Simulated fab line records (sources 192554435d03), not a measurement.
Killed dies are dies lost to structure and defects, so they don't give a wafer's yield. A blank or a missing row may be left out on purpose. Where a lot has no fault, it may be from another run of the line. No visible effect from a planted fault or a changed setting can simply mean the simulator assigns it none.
fab line records -- flow n5Finfet -- part 1 of 2: steps 1 to 22 of 28
[record] lots = 5, wafers = 15, lastDay = 17
route steps=1938 shown BEOL_M7@1282
lots with no fault: from the same line, run without faults
startH: hours from the record's first day to the start of the lot's first wafer shown -- waitH: hours elapsed since this lot's preceding step -- " unchanged from the row above -- L1.1+2: one row covering several wafers at once -- - no value present, or no start provided -- * or withheld: withheld -- < > ~ a bound
route shown NAME@n: NAME is a module with steps in the file, n the number in the route of the first one -- usual: mean and standard deviation over wafers with no fault -- same: alike in all rows -- chamber/n: place in a boat -- sites: the reading at each site -- _std_site: standard deviation across them -- _edge_site: mean of outer sites minus mean of inner sites -- radiusMm: for every site, how far away it sits from the centre of the wafer -- mask NAME#n: copy n -- behind: the last tool/chamber to shape the wafer -- hold: the reason the lot was held/the length of the hold in hours/how it ended -- device: whichever transistor did not switch (one of n, p or np) -- end of line: the route-end tests of the same wafers -- where a step has no rows: the recipe by itself -- killed: not the wafer's yield, but the dies lost to structure and defects at the first sort -- map: the dies of a wafer, with x for killed, . for not killed, _ for no die there
set.NAME: setting as actually run; set.NAME@STEP: the setting as run at that earlier step -- model.NAME: the simulator's own value behind a step, which no gauge read
lots at selected steps of the route; one table per step, one row per wafer
services: from which hour (startH, from the record's first day; less than 0 if before it) a tool's chamber was out of use, for how many hours, and why
[[steps]]
[step N5_BEOL_M7_STRIP_68]
[recipe] chemistry = N2/H2, tempC = 40, n2FlowSccm = 200, h2FlowSccm = 200, rfFrequencyHz = 6e+07
lot.wafer,tool,chamber,startH,waitH
L081.2+3+4,rieDiel-02,"0,1,2",222.87,0.1
L079.2+5+6,rieDiel-03,"1,1,2",226.66,0.1
L078.2+3+4,rieDiel-01,"2,3,0",229.16,0.1
L082.1+2+5,rieDiel-01,"3,2,1",232.46,0.1
L095.2+5+6,rieDiel-02,"1,2,3",332.71,0.1
[step N5_BEOL_M7_STRIP_67]
[recipe] chemistry = CF4, resist = SiARC, powerW = 300, biasPowerW = 75, pressureMtorr = 50, cf4FlowSccm = 150, rfFrequencyHz = 6e+07
[usual] drypumpMotorCurrentA = 5.6/0.5, oesProductAu = 0.76/0.06, powerW = 300.0/0.93, rfVppV = 272.0/1.8, showerheadPlenumPTorr = 1.82/0.066, throttleValvePct = 13.70/0.19
lot.wafer,tool,chamber,startH,waitH,drypumpMotorCurrentA,oesProductAu,powerW,rfHoursCounterH,rfVppV,showerheadPlenumPTorr,throttleValvePct
L081.2,rieDiel-02,0,222.88,0.0,5.3,0.74,299.6,181,271.6,1.77,13.77
L081.3,rieDiel-02,1,222.88,0.0,4.9,0.71,300.7,214,270.9,1.70,13.36
L081.4,rieDiel-02,2,222.88,0.0,6.1,0.77,300.1,121,266.9,1.67,13.85
L079.2,rieDiel-03,1,226.67,0.0,5.2,0.72,299.2,167,269.8,1.79,13.80
L079.5,rieDiel-03,1,226.67,0.0,5.2,0.73,299.8,-,271.4,1.79,13.82
L079.6,rieDiel-03,2,226.67,0.0,6.4,0.74,300.3,-,271.3,1.86,13.51
L078.2,rieDiel-01,2,229.17,0.0,4.8,0.90,300.5,31,273.9,1.88,13.35
L078.3,rieDiel-01,3,229.17,0.0,5.2,0.74,299.4,170,272.0,1.77,13.76
L078.4,rieDiel-01,0,229.17,0.0,6.2,0.71,300.0,202,273.7,1.86,13.84
L082.1,rieDiel-01,3,232.47,0.0,5.2,0.74,301.8,171,271.2,1.77,13.77
L082.2,rieDiel-01,2,232.47,0.0,4.8,0.90,299.4,33,274.6,1.88,13.39
L082.5,rieDiel-01,1,232.47,0.0,5.8,0.85,300.1,-,274.6,1.89,13.69
L095.2,rieDiel-02,1,332.72,0.0,4.9,0.69,297.4,250,269.3,1.69,13.46
L095.5,rieDiel-02,2,332.72,0.0,6.0,0.73,299.2,-,267.7,1.66,13.95
L095.6,rieDiel-02,3,332.72,0.0,5.7,0.81,299.2,-,272.7,1.87,13.54
[step N5_BEOL_M7_HM_OPEN_17]
[recipe] chemistry = Cl2/BCl3, targetDepthA = 200, overetchA = 60, target = TiN, maskMaterial = SOC, ionEnergyEv = 150, pressureMtorr = 10, icpW = 1000, biasW = 126, Cl2_flow_sccm = 53.25, bcl3FlowSccm = 21.75, Ar_flow_sccm = 25
[usual] biasW = 126.0/0.36, drypumpMotorCurrentA = 5.5/0.36, heBacksideLeakSccm = 3.23/0.29, oesProductAu = 0.69/0.051, throttleValvePct = 22.01/0.15
lot.wafer,tool,chamber,startH,waitH,biasW,drypumpMotorCurrentA,heBacksideLeakSccm,oesProductAu,rfHoursCounterH,throttleValvePct
L081.2,rieMetal-03,1,222.92,0.0,126.1,5.2,3.22,0.74,13,21.83
L081.3,rieMetal-03,1,222.92,0.0,126.1,5.2,3.24,0.73,-,21.83
L081.4,rieMetal-03,0,222.92,0.0,125.7,6.0,3.34,0.62,-,22.08
L079.2,rieMetal-02,1,226.71,0.0,126.4,5.7,3.13,0.75,8,22.17
L079.5,rieMetal-02,1,226.71,0.0,126.5,5.8,3.15,0.76,-,22.16
L079.6,rieMetal-02,0,226.71,0.0,126.2,5.5,3.33,0.65,-,21.85
L078.2,rieMetal-01,0,229.21,0.0,126.0,5.3,3.14,0.74,18,21.99
L078.3,rieMetal-01,0,229.21,0.0,126.6,5.4,3.17,0.73,-,21.99
L078.4,rieMetal-01,1,229.21,0.0,125.7,5.2,3.36,0.70,-,22.20
L082.1,rieMetal-03,1,232.51,0.0,126.1,5.2,3.07,0.75,13,21.81
L082.2,rieMetal-03,0,232.51,0.0,126.0,6.0,3.34,0.64,64,22.09
L082.5,rieMetal-03,0,232.51,0.0,126.2,6.0,3.35,0.63,-,22.08
L095.2,rieMetal-03,0,332.76,0.0,125.3,6.1,3.23,0.61,74,22.11
L095.5,rieMetal-03,1,332.76,0.0,126.3,5.2,3.06,0.71,-,21.85
L095.6,rieMetal-03,0,332.76,0.0,125.5,6.0,3.15,0.62,-,22.10
[step N5_BEOL_M7_STRIP_19]
[recipe] chemistry = O2, powerW = 400, tempC = 40, pressureMtorr = 30, rfFrequencyHz = 6e+07, biasPowerW = 0, overashFraction = 0.2, o2FlowSccm = 225
[usual] drypumpMotorCurrentA = 5.5/0.49, o2FlowSccm = 224.9/0.67, oesProductAu = 0.75/0.059, rfVppV = 3.7/0.59, showerheadPlenumPTorr = 2.09/0.097, throttleValvePct = 16.75/0.22
lot.wafer,tool,chamber,startH,waitH,drypumpMotorCurrentA,o2FlowSccm,oesProductAu,rfHoursCounterH,rfVppV,showerheadPlenumPTorr,throttleValvePct
L081.2,rieDiel-02,1,223.11,0.2,4.9,225.6,0.69,214,3.1,1.98,16.41
L081.3,rieDiel-02,0,223.11,0.2,5.3,224.6,0.73,181,3.4,2.07,16.86
L081.4,rieDiel-02,2,223.11,0.2,6.1,225.1,0.78,122,3.7,1.94,17.00
L079.2,rieDiel-01,0,226.82,0.1,6.1,225.5,0.70,201,2.7,2.17,16.86
L079.5,rieDiel-01,0,226.82,0.1,6.1,225.4,0.71,-,4.9,2.17,16.84
L079.6,rieDiel-01,3,226.82,0.1,5.2,224.3,0.76,-,3.3,2.08,16.92
L078.2,rieDiel-02,0,229.32,0.1,5.3,225.0,0.73,183,3.7,2.07,16.86
L078.3,rieDiel-02,1,229.32,0.1,4.9,225.1,0.69,216,3.2,1.98,16.41
L078.4,rieDiel-02,3,229.32,0.1,5.6,224.6,0.84,68,3.7,2.20,16.53
L082.1,rieDiel-03,1,232.89,0.3,5.2,226.6,0.72,169,2.9,2.09,16.95
L082.2,rieDiel-03,2,232.89,0.3,6.4,225.5,0.74,171,4.4,2.16,16.50
L082.5,rieDiel-03,0,232.89,0.3,5.3,224.2,0.72,-,4.4,2.08,16.97
L095.2,rieDiel-02,3,332.87,0.1,5.6,225.7,0.79,103,3.6,2.18,16.60
L095.5,rieDiel-02,0,332.87,0.1,5.3,225.2,0.70,-,4.1,2.06,16.93
L095.6,rieDiel-02,3,332.87,0.1,5.6,225.0,0.79,-,3.1,2.18,16.60
[step N5_BEOL_M7_CD_MEAS_18]
[recipe] pitchNm = 80, targetCdNm = 40
[usual] cdNm = 39.9/0.47
lot.wafer,tool,chamber,startH,waitH,cdNm
L081.2,cdSem-02,-,223.18,0.1,40.1
L081.3,cdSem-02,-,223.18,0.1,40.5
L081.4,cdSem-02,-,223.18,0.1,40.2
L079.2,cdSem-02,-,226.89,0.1,40.5
L079.5,cdSem-02,-,226.89,0.1,40.4
L079.6,cdSem-02,-,226.89,0.1,39.1
L078.2,cdSem-03,-,229.39,0.1,40.8
L078.3,cdSem-03,-,229.39,0.1,40.6
L078.4,cdSem-03,-,229.39,0.1,40.2
L082.1,cdSem-03,-,232.96,0.0,40.3
L082.2,cdSem-03,-,232.96,0.0,40.1
L082.5,cdSem-03,-,232.96,0.0,39.9
L095.2,cdSem-03,-,332.94,0.1,40.0
L095.5,cdSem-03,-,332.94,0.1,40.1
L095.6,cdSem-03,-,332.94,0.1,39.6
[step N5_BEOL_M7_COAT_63]
[recipe] resist = SOC, tempC = 250, timeS = 60, spinRpm = 1500, resistThkNm = 60
lot.wafer,tool,chamber,startH,waitH
L081.2+3+4,lithoTrack-05,0,223.25,0.1
L079.2+5+6,lithoTrack-03,0,227.12,0.2
L078.2+3+4,lithoTrack-01,0,229.43,0.0
L082.1+2+5,lithoTrack-01,0,233.01,0.0
L095.2+5+6,lithoTrack-03,0,334.00,1.1
[step N5_BEOL_M7_COAT_64]
[recipe] resist = SiARC, tempC = 220, timeS = 60, spinRpm = 1500, resistThkNm = 12
lot.wafer,tool,chamber,startH,waitH
L081.2+3+4,lithoTrack-05,0,-,-
L079.2+5+6,lithoTrack-03,0,-,-
L078.2+3+4,lithoTrack-01,0,-,-
L082.1+2+5,lithoTrack-01,0,-,-
L095.2+5+6,lithoTrack-03,0,-,-
[step N5_BEOL_M7_COAT_71]
[recipe] resist = underlayer, tempC = 205, timeS = 60, spinRpm = 1500, resistThkNm = 5
lot.wafer,tool,chamber,startH,waitH
L081.2+3+4,lithoTrack-05,0,-,-
L079.2+5+6,lithoTrack-03,0,-,-
L078.2+3+4,lithoTrack-01,0,-,-
L082.1+2+5,lithoTrack-01,0,-,-
L095.2+5+6,lithoTrack-03,0,-,-
[step N5_BEOL_M7_COAT_22]
[recipe] resist = CAR-EUV, spinRpm = 1500, resistThkNm = 30
lot.wafer,tool,chamber,startH,waitH
L081.2+3+4,lithoTrack-05,0,-,-
L079.2+5+6,lithoTrack-03,0,-,-
L078.2+3+4,lithoTrack-01,0,-,-
L082.1+2+5,lithoTrack-01,0,-,-
L095.2+5+6,lithoTrack-03,0,-,-
[step N5_BEOL_M7_EBR_24]
[recipe] solvent = PGMEA, ebrWidthMm = 1.5
lot.wafer,tool,chamber,startH,waitH
L081.2+3+4,lithoTrack-05,0,-,-
L079.2+5+6,lithoTrack-03,0,-,-
L078.2+3+4,lithoTrack-01,0,-,-
L082.1+2+5,lithoTrack-01,0,-,-
L095.2+5+6,lithoTrack-03,0,-,-
[step N5_BEOL_M7_SOFTBAKE_23]
[recipe] tempC = 110, timeS = 60, resist = CAR-EUV
lot.wafer,tool,chamber,startH,waitH
L081.2+3+4,lithoTrack-05,0,-,-
L079.2+5+6,lithoTrack-03,0,-,-
L078.2+3+4,lithoTrack-01,0,-,-
L082.1+2+5,lithoTrack-01,0,-,-
L095.2+5+6,lithoTrack-03,0,-,-
[step N5_BEOL_M7_EXPOSE_25]
[recipe] maskId = V6, na = 0.33, sourceShape = annular, sigmaInner = 0.4, sigmaOuter = 0.8, polarization = unpolarized, targetCdNm = 40, doseMj = 42.5
lot.wafer,tool,chamber,startH,waitH,mask
L081.2+3+4,euvScanner-02,0,223.44,-,V6#0
L079.2+5+6,euvScanner-02,0,227.30,-,V6#0
L078.2+3+4,euvScanner-01,0,233.27,-,V6#0
L082.1+2+5,euvScanner-01,0,233.31,-,V6#0
L095.2+5+6,euvScanner-02,0,334.27,-,V6#0
[step N5_BEOL_M7_PEB_26]
[recipe] pebTempC = 100, pebTimeS = 60, resist = CAR-EUV
lot.wafer,tool,chamber,startH,waitH
L081.2+3+4,lithoTrack-03,0,223.50,0.1
L079.2+5+6,lithoTrack-01,0,227.36,0.1
L078.2+3+4,lithoTrack-03,0,233.33,0.1
L082.1+2+5,lithoTrack-01,0,233.38,0.1
L095.2+5+6,lithoTrack-03,0,334.33,0.1
[step N5_BEOL_M7_DEVELOP_27]
[recipe] developTimeS = 30, developer = TMAH, resist = CAR-EUV, rinseLiquid = surfactantRinse, dry = airSpin, devTempC = 23
lot.wafer,tool,chamber,startH,waitH
L081.2+3+4,lithoTrack-03,0,-,-
L079.2+5+6,lithoTrack-01,0,-,-
L078.2+3+4,lithoTrack-03,0,-,-
L082.1+2+5,lithoTrack-01,0,-,-
L095.2+5+6,lithoTrack-03,0,-,-
[step N5_BEOL_M7_CD_MEAS_28]
[recipe] targetCdNm = 40, landingEnergyEv = 500, detector = seInlens
[usual] cdNm = 40.13/0.23
lot.wafer,tool,chamber,startH,waitH,cdNm
L081.2,cdSem-02,0,223.57,-,40.18
L081.3,cdSem-02,0,223.57,-,39.96
L081.4,cdSem-02,0,223.57,-,40.19
L079.2,cdSem-03,0,227.43,-,40.11
L079.5,cdSem-03,0,227.43,-,40.28
L079.6,cdSem-03,0,227.43,-,40.21
L078.2,cdSem-01,0,233.40,-,40.27
L078.3,cdSem-01,0,233.40,-,40.19
L078.4,cdSem-01,0,233.40,-,40.40
L082.1,cdSem-02,0,233.44,-,40.47
L082.2,cdSem-02,0,233.44,-,39.74
L082.5,cdSem-02,0,233.44,-,40.11
L095.2,cdSem-03,0,334.40,-,40.16
L095.5,cdSem-03,0,334.40,-,40.27
L095.6,cdSem-03,0,334.40,-,40.16
[step N5_BEOL_M7_OVL_MEAS_29]
[recipe] pointsPerWafer = 522
[usual] V6_OVL = 0.0/0.64
lot.wafer,tool,chamber,startH,waitH,V6_OVL[nm]
L081.2,overlay-01,0,223.61,0.0,0.0
L081.3,overlay-01,0,223.61,0.0,-0.6
L081.4,overlay-01,0,223.61,0.0,0.7
L079.2,overlay-01,0,227.47,0.0,-0.2
L079.5,overlay-01,0,227.47,0.0,0.5
L079.6,overlay-01,0,227.47,0.0,-1.0
L078.2,overlay-01,0,233.44,0.0,-0.4
L078.3,overlay-01,0,233.44,0.0,-0.7
L078.4,overlay-01,0,233.44,0.0,-0.6
L082.1,overlay-02,0,233.47,0.0,1.1
L082.2,overlay-02,0,233.47,0.0,2.0
L082.5,overlay-02,0,233.47,0.0,1.1
L095.2,overlay-01,0,334.44,0.0,0.4
L095.5,overlay-01,0,334.44,0.0,-0.7
L095.6,overlay-01,0,334.44,0.0,-0.3
[step N5_BEOL_M7_INSPECT_30]
[recipe] mode = adi, inspectInstrument = brightfield
[usual] rawDefectCount = 439/110
lot.wafer,tool,chamber,startH,waitH,rawDefectCount
L081.2,defectInspect-02,-,223.66,0.0,415
L081.3,defectInspect-02,-,223.66,0.0,457
L081.4,defectInspect-02,-,223.66,0.0,455
L079.2,defectInspect-02,-,227.52,0.0,748
L079.5,defectInspect-02,-,227.52,0.0,884
L079.6,defectInspect-02,-,227.52,0.0,655
L078.2,defectInspect-02,-,233.49,0.0,383
L078.3,defectInspect-02,-,233.49,0.0,366
L078.4,defectInspect-02,-,233.49,0.0,231
L082.1,defectInspect-01,-,233.53,0.1,482
L082.2,defectInspect-01,-,233.53,0.1,337
L082.5,defectInspect-01,-,233.53,0.1,522
L095.2,defectInspect-02,-,334.49,0.0,297
L095.5,defectInspect-02,-,334.49,0.0,473
L095.6,defectInspect-02,-,334.49,0.0,374
[step N5_BEOL_M7_DESCUM_33]
[recipe] chemistry = O2, timeS = 7, sourcePowerW = 50, biasPowerW = 20, pressureMtorr = 20, rfFrequencyHz = 2.712e+07, tempC = 40, resist = CAR-EUV, o2FlowSccm = 225
[usual] drypumpMotorCurrentA = 5.6/0.49, o2FlowSccm = 225.0/0.69, oesProductAu = 0.75/0.06, rfVppV = 243.6/1.4, showerheadPlenumPTorr = 2.12/0.08, throttleValvePct = 20.54/0.21
lot.wafer,tool,chamber,startH,waitH,drypumpMotorCurrentA,o2FlowSccm,oesProductAu,rfHoursCounterH,rfVppV,showerheadPlenumPTorr,throttleValvePct
L081.2,rieDiel-01,0,223.69,0.0,6.2,225.4,0.70,200,244.5,2.17,20.57
L081.3,rieDiel-01,1,223.69,0.0,5.8,225.4,0.85,49,245.1,2.22,20.66
L081.4,rieDiel-01,3,223.69,0.0,5.2,226.2,0.75,169,242.8,2.08,20.61
L079.2,rieDiel-02,2,227.55,0.0,6.0,224.7,0.77,123,240.6,1.93,20.81
L079.5,rieDiel-02,3,227.55,0.0,5.7,225.3,0.84,-,244.4,2.19,20.28
L079.6,rieDiel-02,0,227.55,0.0,5.3,226.1,0.73,-,242.2,2.07,20.59
L078.2,rieDiel-02,0,233.91,0.4,5.3,225.8,0.72,184,241.8,2.07,20.58
L078.3,rieDiel-02,2,233.91,0.4,6.1,224.2,0.77,125,239.9,1.93,20.81
L078.4,rieDiel-02,1,233.91,0.4,4.9,225.0,0.69,217,241.3,1.98,20.11
L082.1,rieDiel-01,0,234.09,0.6,6.2,225.6,0.69,203,244.0,2.17,20.59
L082.2,rieDiel-01,3,234.09,0.6,5.2,225.4,0.75,172,242.6,2.08,20.64
L082.5,rieDiel-01,1,234.09,0.6,5.8,225.1,0.85,-,245.3,2.22,20.67
L095.2,rieDiel-03,2,334.84,0.3,6.4,225.4,0.71,203,244.8,2.15,20.24
L095.5,rieDiel-03,0,334.84,0.3,5.3,224.8,0.70,-,243.3,2.07,20.72
L095.6,rieDiel-03,1,334.84,0.3,5.2,225.3,0.69,-,241.9,2.08,20.76
[step N5_BEOL_M7_ETCH_72]
[recipe] chemistry = N2/H2, target = underlayer, targetDepthA = 65, maskMaterial = CAR-EUV, timeS = 5.2, ionEnergyEv = 200, pressureMtorr = 30, sourceW = 840, biasW = 150, n2FlowSccm = 200, h2FlowSccm = 200, ends = cleared
[usual] biasW = 150.0/0.39, drypumpMotorCurrentA = 5.6/0.48, etchRfOnTimeS = 5.22/0.11, oesProductAu = 0.64/0.052, rfVppV = 524.7/3, showerheadPlenumPTorr = 2.58/0.1, throttleValvePct = 18.00/0.21
lot.wafer,tool,chamber,startH,waitH,biasW,drypumpMotorCurrentA,etchRfOnTimeS,oesProductAu,rfHoursCounterH,rfVppV,showerheadPlenumPTorr,throttleValvePct
L081.2,rieDiel-01,0,223.73,0.0,149.4,6.2,5.34,0.59,200,526.1,2.64,18.06
L081.3,rieDiel-01,1,223.73,0.0,149.8,5.8,5.34,0.72,49,528.3,2.71,18.17
L081.4,rieDiel-01,3,223.73,0.0,149.8,5.2,5.06,0.64,169,523.1,2.53,18.09
L079.2,rieDiel-02,2,227.59,0.0,150.1,6.1,5.07,0.66,123,517.5,2.34,18.09
L079.5,rieDiel-02,3,227.59,0.0,150.5,5.6,5.22,0.71,-,525.9,2.67,17.67
L079.6,rieDiel-02,0,227.59,0.0,149.7,5.3,5.31,0.62,-,522.2,2.55,18.27
L078.2,rieDiel-02,0,233.95,0.0,150.5,5.3,5.31,0.61,184,524.3,2.55,18.27
L078.3,rieDiel-02,2,233.95,0.0,149.0,6.1,5.08,0.66,125,520.5,2.33,18.10
L078.4,rieDiel-02,1,233.95,0.0,149.5,4.9,5.25,0.60,217,519.7,2.40,17.54
L082.1,rieDiel-01,0,234.12,0.0,149.6,6.2,5.32,0.59,203,526.2,2.64,18.09
L082.2,rieDiel-01,3,234.12,0.0,150.3,5.2,4.99,0.65,172,523.1,2.53,18.06
L082.5,rieDiel-01,1,234.12,0.0,149.7,5.8,5.24,0.71,-,528.4,2.71,18.15
L095.2,rieDiel-03,2,334.87,0.0,150.0,6.5,5.25,0.60,203,525.7,2.64,17.83
L095.5,rieDiel-03,0,334.87,0.0,150.0,5.3,5.23,0.61,-,522.4,2.50,18.10
L095.6,rieDiel-03,1,334.87,0.0,149.8,5.2,5.30,0.60,-,523.0,2.51,18.19
[step N5_BEOL_M7_ETCH_65]
[recipe] chemistry = CF4, target = SiARC, targetDepthA = 156, maskMaterial = CAR-EUV, timeS = 26, ionEnergyEv = 80, pressureMtorr = 40, sourceW = 545, biasW = 36, Ar_flow_sccm = 100, cf4FlowSccm = 100, ends = cleared
[usual] biasW = 36.00/0.11, drypumpMotorCurrentA = 5.5/0.48, etchRfOnTimeS = 26.1/0.52, oesProductAu = 0.64/0.051, rfVppV = 184.4/1.2, showerheadPlenumPTorr = 2.17/0.076, throttleValvePct = 15.75/0.19
lot.wafer,tool,chamber,startH,waitH,biasW,drypumpMotorCurrentA,etchRfOnTimeS,oesProductAu,rfHoursCounterH,rfVppV,showerheadPlenumPTorr,throttleValvePct
L081.2,rieDiel-01,0,223.74,0.0,36.20,6.2,26.5,0.60,200,186.2,2.21,15.80
L081.3,rieDiel-01,1,223.74,0.0,36.12,5.8,26.0,0.72,49,184.2,2.25,15.71
L081.4,rieDiel-01,3,223.74,0.0,36.14,5.2,25.0,0.64,169,184.8,2.13,15.83
L079.2,rieDiel-02,2,227.60,0.0,35.98,6.1,25.5,0.66,123,181.5,1.99,15.91
L079.5,rieDiel-02,3,227.60,0.0,36.17,5.6,26.0,0.72,-,183.7,2.26,15.54
L079.6,rieDiel-02,0,227.60,0.0,36.15,5.3,26.2,0.62,-,185.7,2.13,15.85
L078.2,rieDiel-02,0,233.97,0.0,36.14,5.3,26.7,0.61,184,183.8,2.13,15.85
L078.3,rieDiel-02,2,233.97,0.0,36.16,6.1,25.6,0.66,125,181.7,1.99,15.92
L078.4,rieDiel-02,1,233.97,0.0,36.03,4.9,26.4,0.60,217,182.0,2.04,15.39
L082.1,rieDiel-01,0,234.14,0.0,36.19,6.2,26.8,0.59,203,184.7,2.21,15.82
L082.2,rieDiel-01,3,234.14,0.0,35.91,5.2,25.0,0.65,172,184.2,2.13,15.84
L082.5,rieDiel-01,1,234.14,0.0,36.04,5.8,26.8,0.71,-,186.0,2.25,15.72
L095.2,rieDiel-03,2,334.89,0.0,36.01,6.4,26.3,0.60,203,184.2,2.21,15.55
L095.5,rieDiel-03,0,334.89,0.0,35.99,5.3,25.8,0.60,-,183.7,2.13,16.05
L095.6,rieDiel-03,1,334.89,0.0,35.94,5.2,26.6,0.59,-,184.5,2.13,15.94
[step N5_BEOL_M7_ETCH_66]
[recipe] chemistry = N2/H2, target = SOC, targetDepthA = 800, overetchA = 160, maskMaterial = SiARC, tempC = 40, timeS = 120, ionEnergyEv = 200, pressureMtorr = 30, sourceW = 840, biasW = 150, n2FlowSccm = 200, h2FlowSccm = 200
[usual] biasW = 150.0/0.42, drypumpMotorCurrentA = 5.6/0.48, oesProductAu = 0.58/0.042, rfVppV = 524.9/2.6, showerheadPlenumPTorr = 2.58/0.1, throttleValvePct = 17.96/0.21
lot.wafer,tool,chamber,startH,waitH,biasW,drypumpMotorCurrentA,oesProductAu,rfHoursCounterH,rfVppV,showerheadPlenumPTorr,throttleValvePct
L081.2,rieDiel-01,0,223.77,0.0,149.2,6.2,0.54,200,526.1,2.64,18.05
L081.3,rieDiel-01,1,223.77,0.0,150.2,5.8,0.64,49,525.7,2.71,18.09
L081.4,rieDiel-01,3,223.77,0.0,150.6,5.2,0.57,169,524.5,2.53,18.04
L079.2,rieDiel-02,2,227.63,0.0,149.7,6.1,0.59,123,519.4,2.33,18.06
L079.5,rieDiel-02,3,227.63,0.0,149.8,5.6,0.65,-,527.7,2.67,17.65
L079.6,rieDiel-02,0,227.63,0.0,150.1,5.3,0.55,-,522.8,2.55,18.22
L078.2,rieDiel-02,0,233.99,0.0,149.7,5.3,0.56,184,523.8,2.55,18.23
L078.3,rieDiel-02,2,233.99,0.0,150.5,6.1,0.58,125,517.3,2.33,18.07
L078.4,rieDiel-02,1,233.99,0.0,149.7,4.9,0.55,217,521.4,2.40,17.49
L082.1,rieDiel-01,0,234.17,0.0,150.4,6.2,0.54,203,527.1,2.64,18.06
L082.2,rieDiel-01,3,234.17,0.0,150.4,5.2,0.57,172,524.2,2.53,18.04
L082.5,rieDiel-01,1,234.17,0.0,149.7,5.9,0.65,-,528.2,2.71,18.09
L095.2,rieDiel-03,2,334.92,0.0,150.1,6.4,0.55,203,526.1,2.63,17.79
L095.5,rieDiel-03,0,334.92,0.0,150.4,5.3,0.54,-,522.2,2.50,18.07
L095.6,rieDiel-03,1,334.92,0.0,150.4,5.2,0.54,-,523.6,2.51,18.16
[step N5_BEOL_M7_STRIP_69]
[recipe] chemistry = N2/H2, tempC = 40, n2FlowSccm = 200, h2FlowSccm = 200, rfFrequencyHz = 6e+07
lot.wafer,tool,chamber,startH,waitH
L081.2+3+4,rieDiel-01,"0,1,3",223.85,0.0
L079.2+5+6,rieDiel-02,"2,3,0",227.71,0.0
L078.2+3+4,rieDiel-02,"0,2,1",234.07,0.0
L082.1+2+5,rieDiel-01,"0,3,1",234.25,0.0
L095.2+5+6,rieDiel-03,"2,0,1",335.00,0.0
